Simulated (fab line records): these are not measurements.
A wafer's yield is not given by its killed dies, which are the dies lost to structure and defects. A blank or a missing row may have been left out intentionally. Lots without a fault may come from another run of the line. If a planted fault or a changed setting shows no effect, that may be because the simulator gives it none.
Comparing a struck lot with a sound one || flow n5_finfet || 16 out of 1938 route steps
Sound: the wafers L784.1, L784.2, L784.5. Struck: wafer L789.1 (left out: L789.2, L789.6 of the same lot, which were not struck); the cause appears at the end.
For every step that has rows: the tool of each side, followed by ch and its chambers, followed by its first start. Under that, the readings that differ: sound wafers || struck wafers || difference of the means || sigmas: that difference in standard deviations of wafers without a fault.
alike: readings with means less than 2 such deviations apart, plus words and numbers identical on both sides. not compared: withheld readings, readings lacking a value on some wafer, bounds such as >300 that could conceal the same value, and numbers that have no deviation in the record and whose values overlap.
The two part at a step that has a row with sigmas, a row that says differs or no value, or rows on one side only. Non-overlapping numbers with no deviation appear without sigmas and do not part them. A reading that every wafer of one side lacks parts them only if that side has two wafers or more.

first, 1 step without rows for these wafers: N5_FIN_CUT_PRECLEAN_35 (cleans in vHF, time 13.3 s).
N5_FIN_CUT_CUT_ETCH_15: etches Si in HBr/Cl2/O2, target depth 100 nm, bt time 10 s, time 42.4 s.
  sound on rie_si-01 ch 0,2, day 2 05:19; struck on rie_si-01 ch 0, day 3 10:14
  alike: drypump_motor_current_A, mfc_cl2_sccm, oes_product_au, throttle_valve_pct
  not compared: rf_hours_counter_h
N5_FIN_CUT_CUT_ETCH_28: etches Si in HBr/Cl2/O2, target depth 6 nm, time 2.4 s.
  sound on rie_si-01 ch 0,2, day 2 05:22; struck on rie_si-01 ch 0, day 3 10:17
  alike: drypump_motor_current_A, mfc_cl2_sccm, oes_product_au, throttle_valve_pct
  not compared: rf_hours_counter_h
N5_FIN_CUT_STRIP_22: strips in N2/H2.
  sound on rie_diel-02 ch 0,1,2, day 2 05:26; struck on rie_diel-03 ch 2, day 3 10:29
  alike: drypump_motor_current_A, oes_product_au, rf_vpp_V, showerhead_plenum_p_Torr, throttle_valve_pct
  not compared: rf_hours_counter_h
then, 3 steps without rows for these wafers: N5_FIN_CUT_PRECLEAN_36 (cleans in O3/DIW, time 60 s); N5_FIN_CUT_SRD_32 (time 30 s); N5_FIN_CUT_UV_OZONE_34 (time 120 s).
N5_FIN_CUT_INSPECT_17: inspects for defects (brightfield).
  sound: defect_inspect-01 at day 2 05:35; struck: defect_inspect-02 at day 3 10:38
  alike: raw_defect_count
N5_STI_FIN_REVEAL_ALD_00: deposits SiO2, target thk 1 nm, pulse time 1 s.
  sound on ald_sin-03 ch 1,2, day 2 05:38; struck on ald_sin-03 ch 1, day 3 10:41
  alike: heater_power_outer_w, heater_power_w, precursor_pulse_height_rel
N5_STI_FIN_REVEAL_ALD_14: deposits Si3N4, target thk 3 nm.
  sound on ald_sin-03 ch 1,2, day 2 05:41; struck on ald_sin-03 ch 1, day 3 10:44
  alike: heater_power_outer_w, heater_power_w
then, 2 steps without rows for these wafers: N5_STI_FIN_REVEAL_FCVD_FILL_01 (material SiO2 flowable, target thk 312 nm, time 512.2 s); N5_STI_FIN_REVEAL_DENSIFY_02 (time 1800 s).
N5_STI_FIN_REVEAL_CMP_04: polishes, stops on Si3N4, t overpolish 4 s, target thk 131.83 nm.
  sound on cmp-01 ch 1,3, day 2 10:45; struck on cmp-03 ch 2, day 3 15:46
{"reading": "time_to_endpoint_s (s)", "sound": "115 115 116", "struck": 217, "difference": "+102", "sigmas": "+19"}
  alike: motor_current_A, overpolish_run_s, slurry_filter_dp_kPa
N5_STI_FIN_REVEAL_THK_MEAS_05:
  sound: film_metro-01 at day 2 11:01; struck: film_metro-01 at day 3 16:04
  alike: thk_nm
-- the record jumps here: 6 days lie between the struck wafers' starts before and after (it left off in module STI_FIN_REVEAL and takes up again in module BEOL_M4, whose first step shown is number 1111 of the route) --
N5_BEOL_M4_RC_MEAS_101:
  sound on prober-01 ch 0, day 8 06:28; struck on prober-02 ch 0, day 9 13:03
  alike: DIBL_N, DIBL_P, IOFF_N, IOFF_P, ION_N, ION_P, SS_N, SS_P, VT_N, VT_P
-- the record jumps here: 5 days lie between the struck wafers' starts before and after (it left off in module BEOL_M4 and takes up again in module PASSIVATION, whose first step shown is number 1936 of the route) --
N5_PASSIVATION_PROBE_49:
  sound: prober-01 at day 12 17:43; struck: prober-02 at day 14 05:29
{"reading": "killed_at_M0_to_M3", "sound": "33 56 43", "struck": 22, "difference": -22, "sigmas": -2}
  alike: defect_limited_yield, killed_at_M4_up, killed_at_contacts, killed_at_front_end, killed_at_other, killed_dies, killed_open, killed_short, sort_bin_5_function, sort_bin_6_memory, sort_n_pass, sort_yield_pct

WHERE THEY PART
Last at N5_PASSIVATION_PROBE_49 as far as this record goes, first at N5_STI_FIN_REVEAL_CMP_04.

WHY: whatever the simulator had introduced
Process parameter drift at N5_STI_FIN_REVEAL_CMP_04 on cmp-03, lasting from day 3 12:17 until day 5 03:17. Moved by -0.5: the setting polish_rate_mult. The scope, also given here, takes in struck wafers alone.
